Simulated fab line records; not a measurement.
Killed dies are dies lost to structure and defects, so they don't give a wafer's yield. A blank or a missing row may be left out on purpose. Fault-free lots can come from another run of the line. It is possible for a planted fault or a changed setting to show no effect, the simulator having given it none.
Chamber matching	flow n5Finfet	N5_MIM_TOP_ALD_00 on aldHk-02: 4 sister chambers
The step deposits Al2O3, purge time 3 s, co reactant pulse time 3 s. 8 wafers are shown with their chamber, then 7 later ones without.

## WAFERS PAIRED WITH THEIR CHAMBERS
wafer	chamber	precursorPulseHeightRel
L079.6	3	1.011
L088.1	3	0.963
L088.6	0	0.980
L086.2	2	0.975
L086.4	1	1.007
L086.6	2	0.995
L092.1	0	0.998
L092.3	1	0.993

## WAFERS MISSING THEIR CHAMBER
wafer	precursorPulseHeightRel
L092.5	1.017
L096.2	1.004
L096.3	0.992
L096.4	0.983
L095.2	0.957
L095.4	1.001
L095.5	1.017

## WHICH CHAMBER EACH WENT THROUGH
wafer	from the rows above	in truth
L092.5	can't be placed: 1 or 0 or 3 or 2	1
L096.2	can't be placed: 1 or 0 or 3 or 2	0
L096.3	can't be placed: 0 or 3 or 2 or 1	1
L096.4	can't be placed: 2 or 3 or 0 or 1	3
L095.2	can't be placed: 2 or 3 or 0 or 1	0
L095.4	can't be placed: 1 or 0 or 3 or 2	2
L095.5	can't be placed: 1 or 0 or 3 or 2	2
Correctly placed: 0 of 7. From these rows, 7 cannot be placed; in 7 the true chamber is one of the candidates. Number placed wrongly: 0.
How it was worked out, from the rows above alone: a wafer's distance from a chamber is the root of the sum, over the readings, of the square of ((its reading less the chamber's mean) divided by the reading's scatter). If the next closest chamber is less than 2 further off than the closest, the wafer can't be placed; otherwise it belongs to the closest. For every chamber, the mean is computed from those of its wafers that are shown. The scatter is the square root of a quotient: the sum, over the shown wafers, of each reading's squared deviation from its chamber's mean, divided by wafers minus chambers.
